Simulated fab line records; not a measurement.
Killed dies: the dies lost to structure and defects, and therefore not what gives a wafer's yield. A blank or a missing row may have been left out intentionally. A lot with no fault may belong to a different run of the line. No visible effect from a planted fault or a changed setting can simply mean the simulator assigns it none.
Chamber matching | flow n5_finfet | 4 sister chambers for N5_BEOL_M5_ETCH_68 on rie_diel-03
The step etches SOC in N2/H2, target depth 80 nm, overetch 16 nm, time 120 s. 4 wafers are shown with their chamber, then 11 later ones without.

WAFERS PAIRED WITH THEIR CHAMBERS
wafer  | chamber | showerhead_plenum_p_Torr (Torr)
L083.1 | 3       | 2.56
L083.4 | 1       | 2.62
L083.5 | 0       | 2.64
L084.2 | 2       | 2.41

WAFERS WITHOUT THEIR CHAMBER
wafer  | showerhead_plenum_p_Torr (Torr)
L084.3 | 2.56
L084.6 | 2.41
L092.2 | 2.64
L092.3 | 2.40
L092.6 | 2.64
L094.2 | 2.61
L094.3 | 2.54
L094.4 | 2.72
L097.2 | 2.54
L097.4 | 2.61
L097.5 | 2.54

WHICH CHAMBER EACH WENT THROUGH
wafer  | from the rows above          | in truth
L084.3 | 3                            | 3
L084.6 | 2                            | 2
L092.2 | can't be placed: 0 or 1      | 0
L092.3 | 2                            | 2
L092.6 | can't be placed: 0 or 1      | 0
L094.2 | can't be placed: 1 or 0 or 3 | 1
L094.3 | 3                            | 3
L094.4 | can't be placed: 0 or 1      | 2
L097.2 | 3                            | 3
L097.4 | can't be placed: 1 or 0 or 3 | 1
L097.5 | 3                            | 3
Correct placement for 6 of the 11. Cannot be placed on the basis of these rows: 5; the candidates contain the true chamber in 4. Wrongly placed: 0.
How it was worked out, from the rows above alone: a wafer's distance from a chamber is the root of the sum, over the readings, of the square of ((its reading less the chamber's mean) divided by the reading's scatter). The wafer belongs to the nearest chamber; if the next one is less than 2 further off, it can't be placed. Each chamber's mean is taken over the wafers shown for it. The scatter (one wafer shown for each chamber): square how far every hidden wafer sits from the nearest shown wafer, average those squares and take the square root.
